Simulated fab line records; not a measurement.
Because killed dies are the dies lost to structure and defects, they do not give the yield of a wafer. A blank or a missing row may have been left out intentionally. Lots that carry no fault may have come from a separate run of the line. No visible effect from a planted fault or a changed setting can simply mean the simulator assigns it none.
Chamber matching :: flow n5Finfet :: rieDiel-06 running N5_BEOL_M12_ETCH_59: 4 sister chambers
The step etches BARC in N2/H2, target depth 89 nm, overetch 26.7 nm, time 67.9 s. 14 wafers are shown with their chamber, then 7 later ones without.

== WAFERS PAIRED WITH THEIR CHAMBERS ==
wafer: L363.3
chamber: 3
drypumpMotorCurrentA (A): 6.6
throttleValvePct (%): 18.01
oesProductAu (a.u.): 0.59

wafer: L363.5
chamber: 1
drypumpMotorCurrentA (A): 5.1
throttleValvePct (%): 17.43
oesProductAu (a.u.): 0.79

wafer: L363.6
chamber: 0
drypumpMotorCurrentA (A): 5.0
throttleValvePct (%): 17.52
oesProductAu (a.u.): 0.73

wafer: L365.3
chamber: 0
drypumpMotorCurrentA (A): 5.0
throttleValvePct (%): 17.53
oesProductAu (a.u.): 0.73

wafer: L365.4
chamber: 2
drypumpMotorCurrentA (A): 6.5
throttleValvePct (%): 18.39
oesProductAu (a.u.): 0.58

wafer: L365.5
chamber: 2
drypumpMotorCurrentA (A): 6.5
throttleValvePct (%): 18.39
oesProductAu (a.u.): 0.58

wafer: L366.2
chamber: 1
drypumpMotorCurrentA (A): 5.1
throttleValvePct (%): 17.42
oesProductAu (a.u.): 0.78

wafer: L366.3
chamber: 0
drypumpMotorCurrentA (A): 5.0
throttleValvePct (%): 17.54
oesProductAu (a.u.): 0.73

wafer: L366.6
chamber: 0
drypumpMotorCurrentA (A): 5.0
throttleValvePct (%): 17.54
oesProductAu (a.u.): 0.72

wafer: L367.2
chamber: 1
drypumpMotorCurrentA (A): 5.1
throttleValvePct (%): 17.44
oesProductAu (a.u.): 0.77

wafer: L367.5
chamber: 3
drypumpMotorCurrentA (A): 6.7
throttleValvePct (%): 18.02
oesProductAu (a.u.): 0.59

wafer: L367.6
chamber: 0
drypumpMotorCurrentA (A): 5.0
throttleValvePct (%): 17.53
oesProductAu (a.u.): 0.72

wafer: L369.1
chamber: 1
drypumpMotorCurrentA (A): 5.1
throttleValvePct (%): 17.46
oesProductAu (a.u.): 0.75

wafer: L369.3
chamber: 3
drypumpMotorCurrentA (A): 6.7
throttleValvePct (%): 18.06
oesProductAu (a.u.): 0.59

SIGNATURES (averages over the wafers above)
reading: drypumpMotorCurrentA
chamber 0: 5.000
chamber 1: 5.100
chamber 2: 6.500
chamber 3: 6.667
scatter within a chamber: 0.0258

reading: throttleValvePct
chamber 0: 17.5320
chamber 1: 17.4375
chamber 2: 18.3900
chamber 3: 18.0300
scatter within a chamber: 0.016

reading: oesProductAu
chamber 0: 0.7260
chamber 1: 0.7725
chamber 2: 0.5800
chamber 3: 0.5900
scatter within a chamber: 0.00997
Rule: for a wafer and a chamber, the distance is found by dividing, reading by reading, the gap between the wafer's reading and the chamber's mean by the reading's scatter, squaring, summing and taking the root. The wafer belongs to the nearest chamber; if the next one is less than 2 further off, it can't be placed. The scatter: take each reading less its chamber's mean, square it, sum over the shown wafers, divide by the number of wafers less the number of chambers, and take the root.

== WAFERS MISSING THEIR CHAMBER ==
wafer: L369.4
drypumpMotorCurrentA (A): 6.6
throttleValvePct (%): 18.05
oesProductAu (a.u.): 0.59

wafer: L380.3
drypumpMotorCurrentA (A): 6.4
throttleValvePct (%): 18.06
oesProductAu (a.u.): 0.77

wafer: L380.4
drypumpMotorCurrentA (A): 5.1
throttleValvePct (%): 17.50
oesProductAu (a.u.): 0.71

wafer: L380.6
drypumpMotorCurrentA (A): 5.0
throttleValvePct (%): 17.59
oesProductAu (a.u.): 0.69

wafer: L381.2
drypumpMotorCurrentA (A): 6.4
throttleValvePct (%): 18.07
oesProductAu (a.u.): 0.75

wafer: L381.3
drypumpMotorCurrentA (A): 5.1
throttleValvePct (%): 17.53
oesProductAu (a.u.): 0.71

wafer: L381.5
drypumpMotorCurrentA (A): 6.4
throttleValvePct (%): 18.07
oesProductAu (a.u.): 0.76

== WHICH CHAMBER EACH WENT THROUGH ==
wafer: L369.4
from the rows above: 3
in truth: 3

wafer: L380.3
from the rows above: 3
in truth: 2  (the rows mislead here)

wafer: L380.4
from the rows above: 0
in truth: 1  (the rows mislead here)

wafer: L380.6
from the rows above: 0
in truth: 0

wafer: L381.2
from the rows above: 3
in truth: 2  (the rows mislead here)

wafer: L381.3
from the rows above: 0
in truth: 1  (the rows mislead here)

wafer: L381.5
from the rows above: 3
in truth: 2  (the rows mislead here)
Placed correctly: 2 of 7. Number that these rows cannot place: 0. 5 placed wrongly.
